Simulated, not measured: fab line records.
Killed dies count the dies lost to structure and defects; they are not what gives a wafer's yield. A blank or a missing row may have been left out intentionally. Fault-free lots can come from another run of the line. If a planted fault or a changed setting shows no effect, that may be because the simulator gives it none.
Matching of chambers -- flow nandHarc -- NHARC_P_CONTACT_STRIP_28 on rieDiel-05 has 4 sister chambers
The step strips in O2. 4 wafers are shown with their chamber, then 12 later ones without.

## WAFERS WITH THEIR CHAMBER
wafer,chamber,drypumpMotorCurrentA (A)
L088.6,3,5.6
L090.1,2,5.5
L093.4,0,6.3
L093.6,1,4.9

## WAFERS WHOSE CHAMBER IS MISSING
wafer,drypumpMotorCurrentA (A)
L094.1,4.9
L094.3,5.6
L094.4,6.4
L095.1,5.5
L095.4,4.9
L095.5,4.9
L096.2,5.5
L096.3,5.6
L096.5,4.9
L097.2,4.9
L097.4,6.3
L097.5,4.9

## WHICH CHAMBER EACH ONE RAN IN
wafer,from the rows above,in truth
L094.1,1,1
L094.3,3,3
L094.4,0,0
L095.1,2,2
L095.4,1,1
L095.5,1,1
L096.2,2,2
L096.3,3,3
L096.5,1,1
L097.2,1,1
L097.4,0,0
L097.5,1,1
Correctly placed: 12 of 12. From these rows, 0 cannot be placed. Wrongly placed: 0.
How it was worked out, from the rows above alone: a wafer's distance from a chamber is the root of the sum, over the readings, of the square of ((its reading less the chamber's mean) divided by the reading's scatter). The wafer belongs to the nearest chamber; if the next one is less than 2 further off, it can't be placed. For every chamber, the mean is computed from those of its wafers that are shown. The scatter (one wafer shown for each chamber): square how far every hidden wafer sits from the nearest shown wafer, average those squares and take the square root.
